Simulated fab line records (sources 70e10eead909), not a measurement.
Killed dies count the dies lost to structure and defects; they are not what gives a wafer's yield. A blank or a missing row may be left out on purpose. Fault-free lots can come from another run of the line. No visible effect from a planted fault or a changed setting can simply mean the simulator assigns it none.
A struck lot beside a sound one || flow nand harc || 17 steps out of a route of 1159
Sound: these wafers, L958.2, L958.4, L958.5. Struck: wafers L963.1, L963.2. (L963.3 of the same lot was not struck and is left out.) The cause comes at the end.
At each step with rows: each side's tool, then ch and its chambers, then its first start. Under that, the readings that differ: sound wafers || struck wafers || difference of the means || sigmas: that difference in standard deviations of wafers without a fault.
alike: a reading whose means differ by less than 2 such deviations, as well as words and numbers matching on both sides. not compared: withheld readings; readings where some wafer has no value; bounds like >300 that might hide an equal value; numbers whose values overlap and for which the record gives no deviation.
The two part at a step that has a row with sigmas, a row that says differs or no value, or rows on one side only. Numbers that have no deviation but don't overlap get no sigmas and don't part them. Lack of a reading on every wafer of one side parts them only where that side has two or more wafers.

NHARC_A_M1_INSPECT_11:
  struck on defect inspect-02, day 20 03:37; sound on defect inspect-02, day 18 21:35
  alike: raw defect count
then, 1 step without rows for these wafers: NHARC_A_M1_DESCUM_14 (chemistry O2, time 3 s).
NHARC_A_M1_ETCH_35: etches the open film in N2/H2, target depth 40 nm, overetch 12 nm, time 43.94 s.
  sound on rie diel-06 ch 0,1,3, day 18 21:44; struck on rie diel-02 ch 1,2, day 20 03:46
  alike: drypump motor current A, mfc ar sccm, oes product au, rf vpp V, showerhead plenum p Torr, throttle valve pct
  not compared: rf hours counter h
then, 1 step without rows for these wafers: NHARC_A_M1_ETCH_15 (etches the open film in C4F8/Ar, target depth 182.5 nm, time 91.2 s).
NHARC_A_M1_CD_MEAS_16:
  struck on cd sem-02, day 20 03:59; sound on cd sem-01, day 18 21:58
  alike: cd nm
then, 1 step without rows for these wafers: NHARC_A_M1_STRIP_18 (strips in N2/H2).
NHARC_A_M1_ETCH_28: etches the open film in CF4/N2, target depth 30 nm, time 72.99 s.
  sound: rie diel-02 ch 0,2,3; struck: rie diel-06 ch 0,3
  alike: drypump motor current A, mfc ar sccm, oes product au, rf vpp V, showerhead plenum p Torr, throttle valve pct
  not compared: rf hours counter h
then, 1 step without rows for these wafers: NHARC_A_M1_STRIP_19 (strips in post etch residue remover, time 600 s).
NHARC_A_M1_DEGAS_29: time 60 s.
  struck on pvd sputter-02, day 20 04:41; sound on pvd sputter-03, day 18 22:41
  alike: heater power w
then, 1 step without rows for these wafers: NHARC_A_M1_PRE_CLEAN_30 (time 30 s).
NHARC_A_M1_PVD_20: deposits TaN, target thk 5 nm, time 8.06 s.
  sound on pvd sputter-03; struck on pvd sputter-02
  alike: substrate temp c, throttle valve pct
then, 1 step without rows for these wafers: NHARC_A_M1_PVD_21 (deposits Cu, target thk 30 nm, time 20.49 s).
NHARC_A_M1_ECD_22: material Cu, target thk 400 nm.
  sound on ecd cu-01 ch 0,1, day 18 23:02; struck on ecd cu-01 ch 0,1, day 20 05:02
NHARC_A_M1_ANNEAL_31: time 90 s.
  sound on rtp anneal-01 ch 0, day 18 23:28; struck on rtp anneal-02 ch 0, day 20 05:26
  alike: wafer_temp_C_max
NHARC_A_M1_CMP_23: polishes, t overpolish 20 s, target thk 154.34 nm.
  sound on cmp-01 ch 0,3, day 18 23:46; struck on cmp-01 ch 0,2, day 20 05:48
{"reading": "time to endpoint s (s)", "sound": "26.6 30.9 29.4", "struck": "16.3 12.4", "difference": -14.6, "sigmas": -5}
  alike: motor current A
NHARC_A_M1_THK_MEAS_24: measures by xrf.
  struck on film metro-02, day 20 06:05; sound on film metro-01, day 19 00:05
  alike: thk nm
NHARC_END_SORT_01:
  sound on prober-02 ch 0, day 20 12:07; struck on prober-01 ch 0, day 21 17:13
  alike: defect limited yield, killed at array, killed at other, killed at periphery, killed dies, killed open, killed short, sort_bin_2_pct, sort_bin_3_pct, sort_bin_4_pct, sort n pass, sort rim yield pct, sort yield pct

WHERE THEY PART
Only at NHARC_A_M1_CMP_23, within this record. Later steps at which nothing parts them and some readings are alike: NHARC_A_M1_THK_MEAS_24, NHARC_END_SORT_01.

WHY: whatever the simulator had introduced
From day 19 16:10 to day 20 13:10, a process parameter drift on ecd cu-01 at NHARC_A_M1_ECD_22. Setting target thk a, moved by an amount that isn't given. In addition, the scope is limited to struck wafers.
